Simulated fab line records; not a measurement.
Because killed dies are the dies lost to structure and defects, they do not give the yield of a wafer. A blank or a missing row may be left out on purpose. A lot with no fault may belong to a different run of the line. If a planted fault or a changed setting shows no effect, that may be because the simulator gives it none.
fab line records	flow nandHarc
record: lots: 11	wafers: 33	lastDay: 29
route steps=1159 shown A_BLC@976 A_M0@1002 END@1159
lots that met no fault: from a run of the same line without faults
startH: hours from the record's first day to the start of the lot's first wafer shown	waitH: hours since the lot's step before	" the same as in the row above	L1.1+2: one row covering several wafers at once	- either no value or no given start	* or withheld: withheld	< > ~ a bound
route shown NAME@n: NAME is a module with steps in the file, n the number in the route of the first one	usual: mean/standard deviation of fault-free wafers	same: alike in all rows	chamber/n: place in a boat	sites: readings site by site	_std_site: standard deviation across them	_edge_site: inner sites' mean taken away from outer sites' mean	radiusMm: how far each site lies from the wafer's centre	mask NAME#n: copy n	behind: tool/chamber where the wafer was last shaped	hold: reason for holding the lot/hours on hold/outcome of the hold	device: which transistor (n, p or np) failed to switch	end of line: tests of these same wafers at the route's end	a step with no rows: only its recipe	killed: dies that structure and defects cost at the first sort, which is not the same as the wafer's yield	map: dies across one wafer; x = killed, . = not, _ = none there
set.NAME: the setting as run; set.NAME@STEP: as run at that earlier step	model.NAME: the simulator's own value behind a step, which no gauge read
route steps across a sampled set of lots; one table per step, one row per wafer
services: a tool's chamber out of use, with start hour (startH, from the record's first day; less than 0 if before it), hours out, and reason
== steps ==
step: NHARC_A_BLC_INSPECT_12
usual: rawDefectCount: 31/15
lot.wafer	tool	chamber	startH	waitH	rawDefectCount
L515.1	defectInspect-01	-	501.67	0.0	16
L515.3	"	-	"	"	7
L515.6	"	-	"	"	16
L513.1	defectInspect-02	-	507.41	0.0	6
L513.2	"	-	"	"	13
L513.6	"	-	"	"	10
L512.1	defectInspect-01	-	509.49	0.0	46
L512.2	"	-	"	"	33
L512.5	"	-	"	"	60
L517.4	defectInspect-01	-	518.07	0.0	26
L517.5	"	-	"	"	27
L517.6	"	-	"	"	27
L516.4	defectInspect-01	-	524.75	0.0	15
L516.5	"	-	"	"	17
L516.6	"	-	"	"	21
L521.2	defectInspect-01	-	525.62	0.0	28
L521.4	"	-	"	"	39
L521.5	"	-	"	"	29
L528.4	defectInspect-01	-	555.93	0.0	40
L528.5	"	-	"	"	39
L528.6	"	-	"	"	35
L529.1	defectInspect-02	-	556.66	0.0	11
L529.2	"	-	"	"	14
L529.6	"	-	"	"	9
L532.2	defectInspect-01	-	561.33	0.0	50
L532.4	"	-	"	"	63
L532.5	"	-	"	"	59
L531.1	defectInspect-01	-	566.43	0.0	32
L531.3	"	-	"	"	15
L531.6	"	-	"	"	23
L523.1	defectInspect-01	-	582.08	0.0	40
L523.3	"	-	"	"	52
L523.5	"	-	"	"	61
step: NHARC_A_BLC_STRIP_29
recipe: cf4FlowSccm: 150	arFlowSccm: 0	biasW: 0	chemistry: CF4
usual: cf4FlowSccm: 150.0/0.41	drypumpMotorCurrentA: 5.8/0.38	oesProductAu: 1.004/0.0089	rfVppV: 59.4/0.83	showerheadPlenumPTorr: 1.78/0.067	throttleValvePct: 13.283/0.0094
lot.wafer	tool	chamber	startH	waitH	cf4FlowSccm	drypumpMotorCurrentA	oesProductAu	rfHoursCounterH	rfVppV	showerheadPlenumPTorr	throttleValvePct
L515.3	rieDiel-01	2	502.78	0.1	149.1	6.0	1.012	0	59.1	1.87	13.274
L515.1	"	3	"	"	150.3	5.7	1.003	0	59.3	1.75	13.275
L515.6	"	3	"	"	150.5	5.8	1.002	-	60.3	1.75	13.299
L513.1	rieDiel-12	0	508.54	0.1	150.0	5.4	1.012	12	59.6	1.72	13.277
L513.2	"	3	"	"	150.1	5.9	1.007	12	60.7	1.88	13.278
L513.6	"	0	"	"	150.0	5.4	1.018	-	58.7	1.72	13.288
L512.2	rieDiel-01	2	510.59	0.1	149.7	6.0	1.011	1	61.4	1.87	13.280
L512.1	"	3	"	"	150.5	5.7	0.996	1	58.5	1.75	13.286
L512.5	"	3	"	"	150.0	5.7	1.002	-	59.4	1.75	13.271
L517.4	rieDiel-01	0	519.18	0.1	150.4	6.0	1.000	2	58.7	1.79	13.275
L517.5	"	3	"	"	149.9	5.7	0.995	-	59.4	1.75	13.289
L517.6	"	0	"	"	150.2	6.0	1.007	-	59.3	1.80	13.278
L516.4	rieDiel-12	1	525.93	0.1	149.8	6.4	0.995	15	60.5	1.80	13.281
L516.6	"	3	"	"	150.4	5.9	0.999	-	60.2	1.88	13.277
L516.5	"	0	"	"	149.6	5.4	1.015	-	59.4	1.72	13.257
L521.4	rieDiel-01	3	527.01	0.1	149.5	5.7	0.989	3	59.8	1.75	13.269
L521.2	"	2	"	"	149.7	6.0	1.014	3	60.5	1.87	13.278
L521.5	"	0	"	"	150.1	6.0	1.001	-	59.6	1.79	13.278
L528.4	rieDiel-01	0	557.04	0.1	150.2	6.0	1.014	7	60.8	1.79	13.286
L528.6	"	0	"	"	149.9	6.0	1.014	-	59.3	1.79	13.286
L528.5	"	1	"	"	149.6	6.4	0.994	-	59.5	1.70	13.283
L529.1	rieDiel-01	1	557.79	0.1	149.6	6.4	0.992	6	58.2	1.70	13.282
L529.2	"	2	"	"	149.6	6.0	1.011	6	58.4	1.87	13.300
L529.6	"	1	"	"	150.1	6.4	1.000	-	59.5	1.70	13.286
L532.4	rieDiel-11	2	562.47	0.1	150.3	5.9	0.989	2	59.9	1.91	13.278
L532.2	"	3	"	"	150.3	5.3	0.989	1	59.7	1.78	13.287
L532.5	"	2	"	"	149.9	5.9	0.985	-	59.6	1.91	13.275
L531.1	rieDiel-12	0	567.53	0.1	150.5	5.4	1.013	0	60.4	1.72	13.279
L531.3	"	3	"	"	149.7	5.9	0.988	0	60.2	1.88	13.286
L531.6	"	1	"	"	149.8	6.4	0.988	-	59.9	1.80	13.293
L523.1	rieDiel-12	3	583.22	0.1	149.6	5.9	1.003	2	58.3	1.88	13.277
L523.3	"	0	"	"	150.5	5.4	1.010	3	59.5	1.72	13.280
L523.5	"	2	"	"	150.1	5.3	1.009	-	58.7	1.70	13.295
step: NHARC_A_BLC_INSPECT_28
usual: rawDefectCount: 426/120
lot.wafer	tool	chamber	startH	waitH	rawDefectCount
L515.1	defectInspect-01	-	531.64	0.1	524
L515.3	"	-	"	"	281
L515.6	"	-	"	"	314
L513.1	defectInspect-01	-	535.47	0.1	305
L513.2	"	-	"	"	452
L513.6	"	-	"	"	280
L512.1	defectInspect-01	-	535.91	0.1	467
L512.2	"	-	"	"	458
L512.5	"	-	"	"	502
L517.4	defectInspect-02	-	544.00	0.1	409
L517.5	"	-	"	"	348
L517.6	"	-	"	"	298
L516.4	defectInspect-02	-	548.03	0.1	306
L516.5	"	-	"	"	273
L516.6	"	-	"	"	289
L521.2	defectInspect-02	-	548.80	0.1	542
L521.4	"	-	"	"	447
L521.5	"	-	"	"	353
L528.4	defectInspect-01	-	580.38	0.1	719
L528.5	"	-	"	"	660
L528.6	"	-	"	"	636
L529.1	defectInspect-01	-	580.67	0.1	455
L529.2	"	-	"	"	328
L529.6	"	-	"	"	323
L532.2	defectInspect-02	-	585.09	0.1	345
L532.4	"	-	"	"	308
L532.5	"	-	"	"	314
L531.1	defectInspect-01	-	586.62	0.1	329
L531.3	"	-	"	"	415
L531.6	"	-	"	"	298
L523.1	defectInspect-02	-	600.89	0.1	516
L523.3	"	-	"	"	541
L523.5	"	-	"	"	584
step: NHARC_A_M0_PEB_07
recipe: pebTempC: 100	pebTimeS: 65
usual: heaterPowerTotalW: 156.7/0.41
lot.wafer	tool	chamber	startH	waitH	heaterPowerTotalW
L515.1	lithoTrack-06	0	532.46	0.1	156.5
L515.3	"	0	"	"	156.1
L515.6	"	0	"	"	155.9
L513.1	lithoTrack-04	0	536.29	0.1	156.7
L513.2	"	0	"	"	156.0
L513.6	"	0	"	"	156.0
L512.1	lithoTrack-01	0	536.73	0.1	156.9
L512.2	"	0	"	"	157.1
L512.5	"	0	"	"	156.7
L517.4	lithoTrack-04	0	544.82	0.0	156.1
L517.5	"	0	"	"	156.1
L517.6	"	0	"	"	155.9
L516.4	lithoTrack-04	0	548.86	0.0	155.9
L516.5	"	0	"	"	156.4
L516.6	"	0	"	"	156.1
L521.2	lithoTrack-04	0	549.73	0.1	156.8
L521.4	"	0	"	"	157.1
L521.5	"	0	"	"	156.2
L528.4	lithoTrack-04	0	581.28	0.0	162.9
L528.5	"	0	"	"	162.4
L528.6	"	0	"	"	161.9
L529.1	lithoTrack-01	0	581.49	0.1	157.1
L529.2	"	0	"	"	157.1
L529.6	"	0	"	"	157.0
L532.2	lithoTrack-06	0	585.95	0.1	156.6
L532.4	"	0	"	"	156.9
L532.5	"	0	"	"	156.4
L531.1	lithoTrack-01	0	587.45	0.1	157.2
L531.3	"	0	"	"	157.2
L531.6	"	0	"	"	157.2
L523.1	lithoTrack-04	0	601.71	0.1	162.8
L523.3	"	0	"	"	162.1
L523.5	"	0	"	"	162.0
step: NHARC_A_M0_CD_MEAS_09
recipe: targetCdNm: 80	landingEnergyEv: 500
usual: cdNm: 79.7/0.72
lot.wafer	tool	chamber	startH	waitH	hold	cdNm
L515.1	cdSem-01	0	532.54	-	-	80.1
L515.3	"	0	"	"	-	80.5
L515.6	"	0	"	"	-	79.8
L513.1	cdSem-01	0	536.37	-	-	79.1
L513.2	"	0	"	"	-	78.6
L513.6	"	0	"	"	-	78.3
L512.1	cdSem-02	0	536.81	-	-	79.1
L512.2	"	0	"	"	-	80.1
L512.5	"	0	"	"	-	79.4
L517.4	cdSem-03	0	544.91	-	-	79.4
L517.5	"	0	"	"	-	78.6
L517.6	"	0	"	"	-	78.2
L516.4	cdSem-02	0	548.94	-	-	78.8
L516.5	"	0	"	"	-	79.3
L516.6	"	0	"	"	-	79.4
L521.2	cdSem-03	0	549.82	-	-	80.0
L521.4	"	0	"	"	-	80.2
L521.5	"	0	"	"	-	80.1
L528.4	cdSem-03	0	581.36	-	awaitDispo/0.2h/release	77.6
L528.5	"	0	"	"	awaitDispo/0.2h/release	77.2
L528.6	"	0	"	"	awaitDispo/0.2h/release	77.5
L528.4	cdSem-03	0	-	-	-	77.7
L528.5	"	0	"	"	-	77.0
L528.6	"	0	"	"	-	77.9
L529.1	cdSem-01	0	581.57	-	-	81.3
L529.2	"	0	"	"	-	80.5
L529.6	"	0	"	"	-	81.0
L532.2	cdSem-03	0	586.03	-	-	79.0
L532.4	"	0	"	"	-	80.4
L532.5	"	0	"	"	-	80.0
L531.1	cdSem-01	0	587.53	-	-	80.6
L531.3	"	0	"	"	-	80.3
L531.6	"	0	"	"	-	79.6
L523.1	cdSem-01	0	601.79	-	awaitDispo/0.2h/release	76.4
L523.3	"	0	"	"	awaitDispo/0.2h/release	76.4
L523.5	"	0	"	"	awaitDispo/0.2h/release	76.5
L523.1	cdSem-01	0	-	-	-	76.0
L523.3	"	0	"	"	-	76.3
L523.5	"	0	"	"	-	76.6
step: NHARC_END_SORT_01
recipe: tempC: 25
usual: defectLimitedYield: 95.1/1.7	killedAtArray: 29/11	killedAtOther: 0.5/0.85	killedAtPeriphery: 3.0/2.3	killedDies: 33/12	killedOpen: 3.3/1.9	killedShort: 2.0/1.5	sort_bin_2_pct: 1.5/0.66	sort_bin_3_pct: 0.25/0.21	sort_bin_4_pct: 3.1/1.2	sortNPass: 644/12	sortRimYieldPct: 96.7/2	sortYieldPct: 95.1/1.7
same: grossDies: 677	sort_bin_5_pct[%]: 0	sort_bin_6_pct[%]: 0	sort_bin_7_pct[%]: 0	sort_bin_8_pct[%]: 0	sortRimNGross: 106.00
lot.wafer	tool	chamber	startH	waitH	defectLimitedYield[%]	killedAtArray	killedAtOther	killedAtPeriphery	killedDies	killedOpen	killedShort	sort_bin_2_pct[%]	sort_bin_3_pct[%]	sort_bin_4_pct[%]	sortNPass	sortRimYieldPct[%]	sortYieldPct[%]
L528.4	prober-01	0	647.14	3.4	93.9	34	0	7	41	2	0	1.8	0.15	4.1	636	98.1	93.9
L528.5	prober-01	0	647.92	3.7	93.4	34	0	11	45	1	2	1.8	0.30	4.6	632	95.3	93.4
L528.6	prober-01	0	648.71	3.9	93.8	37	0	5	42	4	4	1.9	0.15	4.1	635	94.3	93.8
L523.1	prober-02	0	681.35	2.5	93.2	42	0	4	46	7	4	3.4	0.15	3.2	631	94.3	93.2
L523.3	prober-02	0	682.95	3.1	92.6	47	0	3	50	10	0	2.1	0	5.3	627	95.3	92.6
L523.5	prober-02	0	684.56	3.7	92.5	49	0	2	51	2	1	2.2	0.30	5.0	626	98.1	92.5
killed by level:class
L528.4 A_SLIT:chamberFilmFlake=17 A_CHANNEL_HOLE_D1:chamberFilmFlake=8 A_STAIRCASE:chamberFilmFlake=7 P_CONTACT:chamberFilmFlake=6 P_CONTACT:geometricParticle:open=1 A_SOURCE_PLATE:geometricParticle:open=1 A_CHANNEL_FILL_D1:chamberFilmFlake=1
L528.5 A_SLIT:chamberFilmFlake=23 P_CONTACT:chamberFilmFlake=8 A_CHANNEL_HOLE_D1:chamberFilmFlake=4 A_CONTACT:chamberFilmFlake=3 A_STAIRCASE:chamberFilmFlake=2 P_M0:geometricParticle:short=1 P_M0:geometricParticle:open=1 A_CHANNEL_FILL_D1:geometricParticle:short=1
L528.6 A_SLIT:chamberFilmFlake=12 A_CHANNEL_HOLE_D1:chamberFilmFlake=10 A_CONTACT:chamberFilmFlake=4 A_CHANNEL_FILL_D1:geometricParticle:short=2 P_STI:chamberFilmFlake=2 P_CONTACT:chamberFilmFlake=2 A_STAIRCASE:chamberFilmFlake=2 P_CONTACT:geometricParticle:open=1
L523.1 A_SLIT:chamberFilmFlake=18 A_CHANNEL_HOLE_D1:chamberFilmFlake=13 A_CONTACT:chamberFilmFlake=2 P_CONTACT:geometricParticle:open=1 P_M0:geometricParticle:open=1 P_M1:geometricParticle:open=1 P_M1:geometricParticle:short=1 A_ONON_D1:geometricParticle:open=1
L523.3 A_SLIT:chamberFilmFlake=19 A_CHANNEL_HOLE_D1:chamberFilmFlake=14 A_CONTACT:geometricParticle:open=4 A_CONTACT:chamberFilmFlake=4 A_ONON_D1:geometricParticle:open=3 P_M0:geometricParticle:open=1 A_CHANNEL_FILL_D1:geometricParticle:open=1 A_WL_FILL:geometricParticle:open=1
L523.5 A_SLIT:chamberFilmFlake=24 A_CHANNEL_HOLE_D1:chamberFilmFlake=21 A_STAIRCASE:chamberFilmFlake=2 P_CONTACT:geometricParticle:open=1 A_SGD_CUT:geometricParticle:short=1 A_CONTACT:geometricParticle:open=1 P_GATE:chamberFilmFlake=1
== services ==
tool	chamber	startH	hours	kind
rieDiel-12	3	480.16	3.8	repair
lithoTrack-04	-	491.00	7.0	pm
rieDiel-01	-	491.80	9.0	pm
rieDiel-01	0	491.80	9.0	ventCycle
rieDiel-01	1	491.80	9.0	ventCycle
rieDiel-01	2	491.80	9.0	ventCycle
rieDiel-01	3	491.80	9.0	ventCycle
rieDiel-11	3	498.28	13.9	repair
rieDiel-01	0	500.80	-	clean
rieDiel-01	1	500.80	-	clean
rieDiel-01	2	500.80	-	clean
rieDiel-01	3	500.80	-	clean
rieDiel-11	-	509.33	0.5	repair
rieDiel-11	2	517.00	3.4	repair
rieDiel-01	0	525.30	-	clean
rieDiel-01	1	525.30	-	clean
rieDiel-01	2	525.30	-	clean
rieDiel-01	3	525.30	-	clean
rieDiel-12	0	534.48	11.5	repair
rieDiel-01	2	535.56	1.7	repair
rieDiel-11	-	544.63	9.0	pm
rieDiel-12	-	556.44	9.0	pm
rieDiel-12	-	577.78	0.4	repair
rieDiel-12	3	589.41	4.0	repair
== key ==
firstSign: step: NHARC_A_M0_PEB_07	reading: heaterPowerTotalW	direction: up	sigmas: 14	usual: *	struck: *
effect: step: NHARC_A_M0_CD_MEAS_09	reading: visit	direction: added
metAt NHARC_A_M0_PEB_07
struckLots L523,L528
notActingAt NHARC_A_BLC_INSPECT_12,NHARC_A_BLC_STRIP_29,NHARC_A_BLC_INSPECT_28
onsetBetween 549.73 581.28
fault: kind: processParameterDrift	tool: lithoTrack-04	chamber: -	onsetH: 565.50	steps: NHARC_A_M0_PEB_07	channel: pebTimeS	offset: *	shape: step	endH: 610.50	actsIn: *	stated: *
